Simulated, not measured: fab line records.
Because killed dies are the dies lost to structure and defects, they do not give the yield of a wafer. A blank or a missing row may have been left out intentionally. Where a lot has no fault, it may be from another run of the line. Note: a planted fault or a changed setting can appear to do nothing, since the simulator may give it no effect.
Chamber matching :: flow n5Finfet :: N5_BEOL_M11_PECVD_70 on pecvd-01: 3 sister chambers
The step deposits SiO2 from TEOS/O2, target thk 20 nm, time 22.7 s. 3 wafers are shown with their chamber, then 11 later ones without.

EACH WAFER AND ITS CHAMBER
wafer: L087.5
chamber: 0
throttleValvePct (%): 22.0

wafer: L088.6
chamber: 1
throttleValvePct (%): 24.9

wafer: L089.1
chamber: 2
throttleValvePct (%): 22.1

WAFERS WHOSE CHAMBER IS MISSING
wafer: L089.3
throttleValvePct (%): 22.0

wafer: L089.5
throttleValvePct (%): 25.0

wafer: L090.3
throttleValvePct (%): 24.6

wafer: L090.4
throttleValvePct (%): 24.7

wafer: L090.6
throttleValvePct (%): 22.1

wafer: L096.1
throttleValvePct (%): 22.0

wafer: L096.2
throttleValvePct (%): 22.1

wafer: L096.5
throttleValvePct (%): 21.9

wafer: L097.2
throttleValvePct (%): 22.0

wafer: L097.3
throttleValvePct (%): 22.3

wafer: L097.6
throttleValvePct (%): 21.9

THE CHAMBER EACH PASSED THROUGH
wafer: L089.3
from the rows above: can't be placed: 0 or 2
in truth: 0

wafer: L089.5
from the rows above: 1
in truth: 1

wafer: L090.3
from the rows above: 1
in truth: 1

wafer: L090.4
from the rows above: 1
in truth: 1

wafer: L090.6
from the rows above: can't be placed: 2 or 0
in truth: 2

wafer: L096.1
from the rows above: can't be placed: 0 or 2
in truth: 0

wafer: L096.2
from the rows above: can't be placed: 2 or 0
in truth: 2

wafer: L096.5
from the rows above: can't be placed: 0 or 2
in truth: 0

wafer: L097.2
from the rows above: can't be placed: 0 or 2
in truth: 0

wafer: L097.3
from the rows above: can't be placed: 2 or 0
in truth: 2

wafer: L097.6
from the rows above: can't be placed: 0 or 2
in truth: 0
Placed correctly: 3 of 11. These rows do not allow placing 8 (true chamber among the candidates in 8). Wrongly placed: 0.
How it was worked out, from the rows above alone: a wafer's distance from a chamber is the root of the sum, over the readings, of the square of ((its reading less the chamber's mean) divided by the reading's scatter). If the next closest chamber is less than 2 further off than the closest, the wafer can't be placed; otherwise it belongs to the closest. For every chamber, the mean is computed from those of its wafers that are shown. The scatter: root of mean squared gap, hidden wafer to nearest shown wafer, with one shown wafer a chamber.
